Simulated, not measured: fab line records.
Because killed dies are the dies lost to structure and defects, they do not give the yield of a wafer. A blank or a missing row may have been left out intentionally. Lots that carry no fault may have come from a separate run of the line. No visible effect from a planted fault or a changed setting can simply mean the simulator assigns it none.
The tool behind it: which one? | flow n5_finfet | Sampling: 24 lots, 72 wafers, 5 of 1938 route steps

== WHAT EACH GAUGE READ, for each wafer ==
N5_BEOL_M6_OCD_MEAS_38. Usual: trench_depth_nm 94.5 nm, standard deviation 2.3.
lot  | measured     | on     | trench_depth_nm (nm) | flag
L074 | day 8 12:44  | ocd-02 | 93.0 98.8 89.7       |
L075 | day 8 19:48  | ocd-02 | 98.1 89.8 90.0       |
L076 | day 9 10:55  | ocd-01 | 93.6 95.4 96.2       |
L077 | day 9 15:21  | ocd-01 | 94.9 92.9 92.1       |
L078 | day 9 15:10  | ocd-02 | 92.3 94.1 93.9       |
L079 | day 9 19:04  | ocd-01 | 90.3 98.1 97.8       |
L080 | day 10 14:28 | ocd-01 | 96.7 92.6 90.6       |
L081 | day 10 23:13 | ocd-02 | 94.0 92.7 91.4       |
L083 | day 11 02:08 | ocd-02 | 95.0 93.5 92.6       |
L082 | day 11 13:13 | ocd-01 | 94.5 92.9 96.4       |
L085 | day 12 08:32 | ocd-01 | 93.5 94.4 94.3       |
L084 | day 12 14:00 | ocd-02 | 96.8 92.9 97.7       |
L086 | day 12 12:46 | ocd-02 | 94.7 94.0 93.6       |
L089 | day 12 13:11 | ocd-02 | 96.2 97.9 96.9       |
L087 | day 12 14:50 | ocd-02 | 95.9 97.2 97.7       |
L088 | day 12 15:03 | ocd-02 | 92.4 92.6 93.4       |
L090 | day 12 19:43 | ocd-02 | 93.4 95.6 92.3       |
L091 | day 13 15:20 | ocd-01 | 98.5 93.5 91.3       |
L092 | day 13 16:03 | ocd-02 | 98.0 94.1 95.3       |
L093 | day 13 22:26 | ocd-02 | 90.6 92.4 96.3       |
L094 | day 14 17:23 | ocd-02 | 94.3 99.7 92.2       |
L095 | day 14 17:47 | ocd-01 | 92.4 95.2 94.6       |
L096 | day 14 19:56 | ocd-01 | 92.8 96.9 91.3       |
L097 | day 15 04:13 | ocd-01 | 92.8 98.8 99.5       |

N5_BEOL_M6_INSPECT_58: inspects for defects (darkfield). Usual: raw_defect_count 71, standard deviation 26.
lot  | measured     | on                | raw_defect_count | flag
L074 | day 8 16:40  | defect_inspect-02 | 88 72 46         |
L075 | day 8 22:47  | defect_inspect-01 | 171 148 124      |
L076 | day 9 14:39  | defect_inspect-01 | 60 83 78         |
L077 | day 9 18:24  | defect_inspect-01 | 29 56 116        |
L078 | day 9 18:07  | defect_inspect-01 | 69 67 68         |
L079 | day 9 21:27  | defect_inspect-02 | 74 77 58         |
L080 | day 10 17:14 | defect_inspect-01 | 61 50 36         |
L081 | day 11 02:05 | defect_inspect-02 | 61 79 54         |
L083 | day 11 04:40 | defect_inspect-01 | 76 34 64         |
L082 | day 11 15:53 | defect_inspect-02 | 68 58 41         |
L085 | day 12 11:17 | defect_inspect-01 | 92 105 51        |
L084 | day 12 16:57 | defect_inspect-02 | 57 69 60         |
L086 | day 12 15:39 | defect_inspect-01 | 72 103 60        |
L089 | day 12 16:40 | defect_inspect-01 | 44 53 37         |
L087 | day 12 18:18 | defect_inspect-02 | 98 104 78        |
L088 | day 12 18:52 | defect_inspect-01 | 71 52 80         |
L090 | day 12 22:14 | defect_inspect-02 | 95 76 70         |
L091 | day 13 19:11 | defect_inspect-01 | 84 106 82        |
L092 | day 13 19:52 | defect_inspect-02 | 54 94 48         |
L093 | day 14 02:53 | defect_inspect-02 | 53 35 47         |
L094 | day 14 20:08 | defect_inspect-01 | 46 65 67         |
L095 | day 14 21:01 | defect_inspect-02 | 89 46 53         |
L096 | day 15 00:10 | defect_inspect-02 | 97 88 77         |
L097 | day 15 07:22 | defect_inspect-01 | 88 105 78        |

== WHAT TOOL EACH LOT RAN ON (gives the tool, then ch and the chambers of the sampled wafers, and finally the start) ==
lot  | N5_BEOL_M6_ETCH_62                 | N5_BEOL_M6_DESCUM_33               | N5_BEOL_M6_STRIP_36
L074 | rie_diel-05 ch 0,1, day 8 11:13    | rie_diel-03 ch 0,2,3, day 8 12:18  | rie_diel-03 ch 0,2,3, day 8 12:32
L075 | rie_diel-05 ch 1,2,3, day 8 16:19  | rie_diel-03 ch 1,3, day 8 19:22    | rie_diel-03 ch 1,3, day 8 19:37
L076 | rie_diel-05 ch 0,2,3, day 9 09:04  | rie_diel-05 ch 1,2,3, day 9 10:30  | rie_diel-05 ch 1,2,3, day 9 10:44
L077 | rie_diel-03 ch 1,2,3, day 9 10:31  | rie_diel-01 ch 0,1,3, day 9 14:55  | rie_diel-01 ch 0,1,3, day 9 15:09
L078 | rie_diel-01 ch 0,2, day 9 10:59    | rie_diel-05 ch 0,2, day 9 14:45    | rie_diel-05 ch 0,2, day 9 14:59
L079 | rie_diel-01 ch 2,3, day 9 17:04    | rie_diel-03 ch 2,3, day 9 18:38    | rie_diel-03 ch 2,3, day 9 18:52
L080 | rie_diel-03 ch 0,3, day 10 13:05   | rie_diel-03 ch 0,1,3, day 10 14:02 | rie_diel-03 ch 0,1,3, day 10 14:16
L081 | rie_diel-03 ch 0,1, day 10 21:05   | rie_diel-01 ch 0,1,2, day 10 22:48 | rie_diel-01 ch 0,1,2, day 10 23:02
L083 | rie_diel-05 ch 0,2,3, day 11 00:11 | rie_diel-01 ch 0,1,2, day 11 01:43 | rie_diel-01 ch 0,1,2, day 11 01:57
L082 | rie_diel-01 ch 1,2,3, day 11 11:37 | rie_diel-01 ch 1,2,3, day 11 12:47 | rie_diel-01 ch 1,2,3, day 11 13:01
L085 | rie_diel-05 ch 0,1, day 12 02:53   | rie_diel-05 ch 1,3, day 12 08:07   | rie_diel-05 ch 1,3, day 12 08:21
L084 | rie_diel-05 ch 1,3, day 12 08:47   | rie_diel-03 ch 0,2, day 12 13:35   | rie_diel-03 ch 0,2, day 12 13:49
L086 | rie_diel-05 ch 0,3, day 12 09:25   | rie_diel-05 ch 1,3, day 12 12:20   | rie_diel-05 ch 1,3, day 12 12:34
L089 | rie_diel-03 ch 1,2, day 12 10:28   | rie_diel-03 ch 1,2, day 12 12:45   | rie_diel-03 ch 1,2, day 12 12:59
L087 | rie_diel-05 ch 1,3, day 12 13:18   | rie_diel-03 ch 1,2, day 12 14:25   | rie_diel-03 ch 1,2, day 12 14:38
L088 | rie_diel-05 ch 0,1, day 12 13:34   | rie_diel-05 ch 0,1,3, day 12 14:37 | rie_diel-05 ch 0,1,3, day 12 14:51
L090 | rie_diel-01 ch 0,2, day 12 17:00   | rie_diel-01 ch 0,2,3, day 12 19:17 | rie_diel-01 ch 0,2,3, day 12 19:31
L091 | rie_diel-01 ch 1,2,3, day 13 12:35 | rie_diel-01 ch 0,1,3, day 13 14:54 | rie_diel-01 ch 0,1,3, day 13 15:08
L092 | rie_diel-01 ch 0,2,3, day 13 13:29 | rie_diel-01 ch 0,1,2, day 13 15:37 | rie_diel-01 ch 0,1,2, day 13 15:52
L093 | rie_diel-01 ch 1,2, day 13 19:06   | rie_diel-03 ch 0,2,3, day 13 22:00 | rie_diel-03 ch 0,2,3, day 13 22:14
L094 | rie_diel-05 ch 1,2,3, day 14 13:43 | rie_diel-01 ch 0,1,3, day 14 16:58 | rie_diel-01 ch 0,1,3, day 14 17:12
L095 | rie_diel-01 ch 0,1, day 14 14:23   | rie_diel-01 ch 0,2,3, day 14 17:22 | rie_diel-01 ch 0,2,3, day 14 17:35
L096 | rie_diel-03 ch 0,2,3, day 14 18:10 | rie_diel-01 ch 0,1,3, day 14 19:31 | rie_diel-01 ch 0,1,3, day 14 19:45
L097 | rie_diel-03 ch 0,3, day 14 23:34   | rie_diel-01 ch 1,3, day 15 03:47   | rie_diel-01 ch 1,3, day 15 04:01
- N5_BEOL_M6_ETCH_62: etches SOC in N2/H2, target depth 110 nm, overetch 22 nm, time 165 s.
- N5_BEOL_M6_DESCUM_33: chemistry O2, time 7 s.
- N5_BEOL_M6_STRIP_36: strips in N2/H2.

== AS READ BY THE TOOLS THEMSELVES (means over the sampled wafers that have a number; for cases with no such wafer, the mark the record gives instead) ==
N5_BEOL_M6_ETCH_62. Usual: drypump_motor_current_A 5.6 A, standard deviation 0.48; oes_product_au 0.69 a.u., standard deviation 0.063; rf_vpp_V 524.5 V, standard deviation 2.7; showerhead_plenum_p_Torr 2.56 Torr, standard deviation 0.097; throttle_valve_pct 17.7 %, standard deviation 0.35.
lot  | tool        | drypump_motor_current_A (A) | oes_product_au (a.u.) | rf_vpp_V (V) | showerhead_plenum_p_Torr (Torr) | throttle_valve_pct (%) | flag
L074 | rie_diel-05 | 5.0                         | 0.71                  | 524.0        | 2.54                            | 17.6                   |
L075 | rie_diel-05 | 5.9                         | 0.67                  | 522.9        | 2.46                            | 17.6                   |
L076 | rie_diel-05 | 5.6                         | 0.69                  | 522.5        | 2.51                            | 17.5                   |
L077 | rie_diel-03 | 5.5                         | 0.73                  | 528.0        | 2.68                            | 17.5                   |
L078 | rie_diel-01 | 5.9                         | 0.80                  | 528.0        | 2.66                            | 17.7                   |
L079 | rie_diel-01 | 5.7                         | 0.71                  | 525.5        | 2.60                            | 17.5                   |
L080 | rie_diel-03 | 5.5                         | 0.65                  | 525.3        | 2.57                            | 17.8                   |
L081 | rie_diel-03 | 5.3                         | 0.65                  | 523.5        | 2.52                            | 18.2                   |
L083 | rie_diel-05 | 5.6                         | 0.67                  | 523.0        | 2.50                            | 17.5                   |
L082 | rie_diel-01 | 5.5                         | 0.66                  | 525.5        | 2.61                            | 17.9                   |
L085 | rie_diel-05 | 5.0                         | 0.68                  | 522.9        | 2.53                            | 17.6                   |
L084 | rie_diel-05 | 5.8                         | 0.67                  | 522.0        | 2.44                            | 17.6                   |
L086 | rie_diel-05 | 5.8                         | 0.72                  | 523.0        | 2.49                            | 17.2                   |
L089 | rie_diel-03 | 5.7                         | 0.72                  | 527.6        | 2.68                            | 17.5                   |
L087 | rie_diel-05 | 5.8                         | 0.67                  | 521.5        | 2.44                            | 17.6                   |
L088 | rie_diel-05 | 5.0                         | 0.68                  | 523.6        | 2.53                            | 17.6                   |
L090 | rie_diel-01 | 5.8                         | 0.74                  | 526.9        | 2.61                            | 17.8                   |
L091 | rie_diel-01 | 5.5                         | 0.72                  | 525.6        | 2.61                            | 17.7                   |
L092 | rie_diel-01 | 5.8                         | 0.70                  | 525.4        | 2.59                            | 17.7                   |
L093 | rie_diel-01 | 5.3                         | 0.77                  | 526.5        | 2.63                            | 17.9                   |
L094 | rie_diel-05 | 5.9                         | 0.73                  | 521.7        | 2.44                            | 17.5                   |
L095 | rie_diel-01 | 5.5                         | 0.73                  | 524.2        | 2.58                            | 17.9                   |
L096 | rie_diel-03 | 5.6                         | 0.63                  | 524.9        | 2.56                            | 17.8                   |
L097 | rie_diel-03 | 5.4                         | 0.62                  | 524.5        | 2.55                            | 17.9                   |

N5_BEOL_M6_DESCUM_33. Usual: drypump_motor_current_A 5.6 A, standard deviation 0.43; oes_product_au 0.82 a.u., standard deviation 0.08; rf_vpp_V 243.8 V, standard deviation 1.5; showerhead_plenum_p_Torr 2.14 Torr, standard deviation 0.081; throttle_valve_pct 20.46 %, standard deviation 0.26.
lot  | tool        | drypump_motor_current_A (A) | oes_product_au (a.u.) | rf_vpp_V (V) | showerhead_plenum_p_Torr (Torr) | throttle_valve_pct (%) | flag
L074 | rie_diel-03 | 5.6                         | 0.80                  | 243.9        | 2.14                            | 20.48                  |
L075 | rie_diel-03 | 5.3                         | 0.85                  | 245.1        | 2.20                            | 20.32                  |
L076 | rie_diel-05 | 5.9                         | 0.78                  | 242.8        | 2.06                            | 20.48                  |
L077 | rie_diel-01 | 5.5                         | 0.79                  | 243.7        | 2.13                            | 20.54                  |
L078 | rie_diel-05 | 5.1                         | 0.80                  | 243.8        | 2.11                            | 20.33                  |
L079 | rie_diel-03 | 5.8                         | 0.84                  | 244.6        | 2.21                            | 20.26                  |
L080 | rie_diel-03 | 5.3                         | 0.81                  | 243.9        | 2.13                            | 20.48                  |
L081 | rie_diel-01 | 5.6                         | 0.83                  | 244.6        | 2.19                            | 20.68                  |
L083 | rie_diel-01 | 5.6                         | 0.83                  | 243.6        | 2.19                            | 20.69                  |
L082 | rie_diel-01 | 5.5                         | 0.77                  | 244.6        | 2.18                            | 20.64                  |
L085 | rie_diel-05 | 6.1                         | 0.83                  | 242.5        | 2.05                            | 20.31                  |
L084 | rie_diel-03 | 5.8                         | 0.80                  | 243.6        | 2.13                            | 20.46                  |
L086 | rie_diel-05 | 5.8                         | 0.78                  | 243.0        | 2.04                            | 20.53                  |
L089 | rie_diel-03 | 5.7                         | 0.85                  | 245.4        | 2.21                            | 20.23                  |
L087 | rie_diel-03 | 5.7                         | 0.85                  | 245.8        | 2.21                            | 20.23                  |
L088 | rie_diel-05 | 5.5                         | 0.81                  | 243.3        | 2.07                            | 20.35                  |
L090 | rie_diel-01 | 5.8                         | 0.84                  | 243.7        | 2.16                            | 20.51                  |
L091 | rie_diel-01 | 5.5                         | 0.84                  | 244.3        | 2.12                            | 20.43                  |
L092 | rie_diel-01 | 5.6                         | 0.89                  | 245.2        | 2.18                            | 20.57                  |
L093 | rie_diel-03 | 5.6                         | 0.76                  | 243.4        | 2.12                            | 20.55                  |
L094 | rie_diel-01 | 5.5                         | 0.82                  | 243.0        | 2.12                            | 20.44                  |
L095 | rie_diel-01 | 5.8                         | 0.80                  | 243.1        | 2.16                            | 20.55                  |
L096 | rie_diel-01 | 5.5                         | 0.83                  | 243.8        | 2.12                            | 20.44                  |
L097 | rie_diel-01 | 5.2                         | 0.84                  | 243.6        | 2.13                            | 20.41                  |

N5_BEOL_M6_STRIP_36. Usual: drypump_motor_current_A 5.6 A, standard deviation 0.43; oes_product_au 0.82 a.u., standard deviation 0.081; rf_vpp_V 59.4 V, standard deviation 1.3; showerhead_plenum_p_Torr 2.57 Torr, standard deviation 0.095; throttle_valve_pct 23.5 %, standard deviation 0.53.
lot  | tool        | drypump_motor_current_A (A) | oes_product_au (a.u.) | rf_vpp_V (V) | showerhead_plenum_p_Torr (Torr) | throttle_valve_pct (%) | flag
L074 | rie_diel-03 | 5.6                         | 0.81                  | 58.7         | 2.58                            | 23.5                   |
L075 | rie_diel-03 | 5.3                         | 0.85                  | 60.6         | 2.68                            | 23.3                   |
L076 | rie_diel-05 | 5.8                         | 0.78                  | 58.9         | 2.45                            | 23.3                   |
L077 | rie_diel-01 | 5.5                         | 0.78                  | 59.5         | 2.58                            | 23.8                   |
L078 | rie_diel-05 | 5.0                         | 0.80                  | 60.2         | 2.55                            | 23.2                   |
L079 | rie_diel-03 | 5.8                         | 0.84                  | 59.7         | 2.66                            | 23.1                   |
L080 | rie_diel-03 | 5.3                         | 0.81                  | 59.5         | 2.59                            | 23.8                   |
L081 | rie_diel-01 | 5.6                         | 0.83                  | 59.7         | 2.63                            | 23.9                   |
L083 | rie_diel-01 | 5.6                         | 0.82                  | 58.4         | 2.63                            | 23.9                   |
L082 | rie_diel-01 | 5.5                         | 0.77                  | 59.3         | 2.61                            | 23.7                   |
L085 | rie_diel-05 | 6.1                         | 0.83                  | 59.1         | 2.43                            | 23.0                   |
L084 | rie_diel-03 | 5.8                         | 0.79                  | 59.9         | 2.58                            | 23.5                   |
L086 | rie_diel-05 | 5.8                         | 0.78                  | 60.0         | 2.43                            | 23.3                   |
L089 | rie_diel-03 | 5.7                         | 0.85                  | 59.6         | 2.68                            | 23.2                   |
L087 | rie_diel-03 | 5.7                         | 0.85                  | 59.7         | 2.68                            | 23.2                   |
L088 | rie_diel-05 | 5.5                         | 0.81                  | 60.0         | 2.48                            | 23.2                   |
L090 | rie_diel-01 | 5.8                         | 0.83                  | 58.3         | 2.59                            | 23.4                   |
L091 | rie_diel-01 | 5.5                         | 0.83                  | 59.0         | 2.57                            | 23.7                   |
L092 | rie_diel-01 | 5.5                         | 0.89                  | 58.4         | 2.62                            | 23.7                   |
L093 | rie_diel-03 | 5.6                         | 0.75                  | 58.8         | 2.56                            | 23.6                   |
L094 | rie_diel-01 | 5.5                         | 0.82                  | 59.4         | 2.56                            | 23.7                   |
L095 | rie_diel-01 | 5.8                         | 0.81                  | 59.3         | 2.58                            | 23.4                   |
L096 | rie_diel-01 | 5.5                         | 0.83                  | 58.6         | 2.56                            | 23.7                   |
L097 | rie_diel-01 | 5.2                         | 0.85                  | 58.8         | 2.58                            | 23.8                   |

== THE ANSWER, worked out from the rows above alone ==
Rule: lot off if the mean of its wafers having a number is beyond 3 standard deviations from the usual mean. Also off: a lot with no number at a reading for which 4 or more lots have one. Where the step has rows for the other lots, those lots are counted as sound. The gauges are gone through in route order, then the tools' own readings, and for those a lot's mean is taken as printed above. At the first step where some lot is off, the reading lying furthest off is the one used; lots without a number count as furthest.
Across all readings shown, no lot is off: no conclusion can be drawn from this.

== WHAT HAD BEEN PUT IN BY THE SIMULATOR ==
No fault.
